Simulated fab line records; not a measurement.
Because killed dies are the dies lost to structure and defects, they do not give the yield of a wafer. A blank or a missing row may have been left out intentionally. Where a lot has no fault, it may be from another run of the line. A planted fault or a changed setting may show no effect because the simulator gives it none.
A struck lot beside a sound one    flow nand harc    14 steps out of a route of 1302
Sound: the wafers L549.3, L549.4, L549.6. Struck: wafers L556.1, L556.2, L556.6. Last of all comes the cause.
Order at every step that has rows: each side's tool, ch and its chambers, its first start. Under that, the readings that differ: sound wafers    struck wafers    difference of the means    sigmas: that difference in standard deviations of wafers without a fault.
alike: same words and numbers on both sides, and readings whose means sit less than 2 such deviations apart. not compared: any withheld reading, any reading some wafer has no value for, any bound like >300 that may hide the same value, and any number with overlapping values for which the record gives no deviation.
A row with sigmas, a row that says differs or no value, or rows on one side alone: a step with any of these is where the two part. Non-overlapping numbers with no deviation appear without sigmas and do not part them. Lack of a reading on every wafer of one side parts them only where that side has two or more wafers.

first, 2 steps without rows for these wafers: NHARC_A_CONTACT_STRIP_100 (strips in CF4/CHF3); NHARC_A_CONTACT_STRIP_101 (strips in O2/COS).
NHARC_A_CONTACT_ETCH_102: etches the open film in CF4/O2, target depth 100 nm, overetch 10 nm, time 55 s.
  sound on rie diel-04 ch 1,2, day 26 07:25; struck on rie diel-06 ch 0,1,2, day 29 17:11
  alike: drypump motor current A, oes product au, rf vpp V, showerhead plenum p Torr, throttle valve pct
  not compared: rf hours counter h
NHARC_A_CONTACT_STRIP_55: strips in O2.
  sound on rie diel-04 ch 0,1; struck on rie diel-06 ch 0,1,2
  alike: drypump motor current A, oes product au, rf vpp V, showerhead plenum p Torr, throttle valve pct
  not compared: rf hours counter h
then, 1 step without rows for these wafers: NHARC_A_CONTACT_STRIP_56 (strips in post etch residue remover, time 600 s).
NHARC_A_CONTACT_DEP_57: deposits aC, target thk 5300 nm.
  sound on acl dep-01 ch 0, day 26 16:55; struck on acl dep-03 ch 0, day 29 21:18
  alike: throttle valve pct
NHARC_A_CONTACT_DEP_58: deposits SiON, target thk 90 nm.
  sound on pecvd-03 ch 0,1, day 26 19:08; struck on pecvd-03 ch 0,1, day 30 00:37
  alike: heater power w
then, 5 steps without rows for these wafers: NHARC_A_CONTACT_DEHYDRATE_59 (time 120 s); NHARC_A_CONTACT_HMDS_60 (time 30 s); NHARC_A_CONTACT_COAT_61 (time 75 s); NHARC_A_CONTACT_COAT_62 (time 65 s); NHARC_A_CONTACT_COAT_63 (resist thk 90 nm).
NHARC_A_CONTACT_SOFTBAKE_64: time 55 s.
  sound on litho track-04 ch 0, day 26 19:00; struck on litho track-01 ch 0, day 30 00:00
reading                   sound                 struck                difference  sigmas
heater power total W (W)  188.26 188.34 188.40  195.45 195.60 195.42  +7.16       +60
plate temp C (C)          104.92 105.04 104.93  107.88 107.72 107.76  +2.82       +22
then, 1 step without rows for these wafers: NHARC_A_CONTACT_EBR_65.

== WHERE THEY PART ==
Only at NHARC_A_CONTACT_SOFTBAKE_64, as far as this record shows.

WHY: what had been put in by the simulator
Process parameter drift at NHARC_A_CONTACT_SOFTBAKE_64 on litho track-01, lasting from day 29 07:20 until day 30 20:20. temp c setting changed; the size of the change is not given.
